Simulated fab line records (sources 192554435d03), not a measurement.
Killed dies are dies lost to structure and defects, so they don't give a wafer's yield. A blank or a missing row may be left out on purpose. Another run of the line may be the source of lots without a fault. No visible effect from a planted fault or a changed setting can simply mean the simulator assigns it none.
Split-lot experiment	flow n5 finfet	on a route of 1938 steps: 7 lots, 21 wafers read

## SPLIT DETAILS
At N5_GATE_CUT_COAT_35 (time 60 s, resist thk 10 nm), the setting spin rpm was moved away from the recipe's 1500 rpm on 7 of the 21 wafers read, by -7.9% to +5.4%. For the rest of the wafers, this setting stayed at what the recipe calls for.

## FROM THE SPLIT TO THE READING: what the file shows between them, 2 steps
- N5_GATE_CUT_DESCUM_18: chemistry O2, time 7 s (also split here: time s)
- N5_GATE_CUT_ETCH_28: etches underlayer in N2/H2, target depth 13 nm, time 10.4 s

## THE READING
etch.depth nm (the simulator's own value, which no gauge read), in nm, at N5_GATE_CUT_ETCH_36 (etches SiARC in CF4, target depth 13 nm, time 21.7 s). There is no usual value for it anywhere in the file. Here, 14 wafers ran the recipe; their average is 10.002 nm with a standard deviation of 0.018 nm.

wafer	tool, chamber at the split	spin rpm as run, rpm	against the recipe	etch.depth nm, nm	against lot-mates on the recipe
L074.1	litho track-02, 0	1500	recipe	10.04	-
L074.4	litho track-02, 0	1500	recipe	10.02	-
L074.5	litho track-02, 0	1581	+5.4%	9.777	-0.253
L077.1	litho track-03, 0	1552	+3.5%	9.801	-0.173
L077.3	litho track-03, 0	1552	+3.5%	9.821	-0.153
L077.5	litho track-03, 0	1500	recipe	9.974	-
L079.2	litho track-05, 0	1500	recipe	10	-
L079.6	litho track-05, 0	1500	recipe	10	-
L079.4	litho track-05, 0	1500	recipe	9.99	-
L080.2	litho track-02, 0	1381	-7.9%	10.44	+0.445
L080.4	litho track-02, 0	1500	recipe	9.992	-
L080.5	litho track-02, 0	1500	recipe	9.997	-
L083.1	litho track-02, 0	1500	recipe	10.02	-
L083.4	litho track-02, 0	1500	recipe	9.974	-
L083.6	litho track-02, 0	1550	+3.3%	9.809	-0.188
L094.1	litho track-03, 0	1575	+5.0%	9.779	-0.241
L094.3	litho track-03, 0	1575	+5.0%	9.727	-0.293
L094.6	litho track-03, 0	1500	recipe	10.02	-
L095.2	litho track-05, 0	1500	recipe	10	-
L095.3	litho track-05, 0	1500	recipe	10.01	-
L095.5	litho track-05, 0	1500	recipe	9.993	-

THE FIT
A straight line over all 21 wafers: etch.depth nm changes by -0.0519 nm for each +1% of spin rpm; r = -0.99; the points scatter about the line by 0.023 nm.
The same after taking each lot's own level away (the mean of its wafers on the recipe; 21 wafers): -0.053 nm for each +1%; r = -0.99; scatter 0.017 nm.
Per that fit: largest spin rpm move, reading shift of 0.42 nm.
Measured against the standard deviation above, the lots' own levels, which go from 9.9740 to 10.0300 nm, span 3.2 times it.
Consequently the slope shifts little with the lot-to-lot level, the two slopes agreeing.
Check: +0.402 nm against its lot-mates is what the line predicts for one of the wafers moved furthest among these (-7.9%) when that wafer is left out of the fit. Against them it came out at +0.445 nm.

## OTHER SPLITS ON THESE WAFERS
These wafers also went through other splits before the reading. Each is held against what the fit with the lots' levels taken away leaves over:
other split on the same wafers	wafers away from the commonest value	r with etch.depth nm (lot level and that fit taken away)
N5_SD_EPI_N_DESCUM_14 time s	6	-0.03
N5_SDB_COAT_05 spin rpm	8	-0.13
N5_SDB_EXPOSE_08 dose mj	8	-0.20
N5_HKMG_FIN_COAT_43 spin rpm	6	-0.26
N5_GATE_CUT_DESCUM_18 time s	7	+0.30

## FILE'S OWN FIT
etch.depth nm changes by -0.0527 nm for each +1% of spin rpm, r = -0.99.
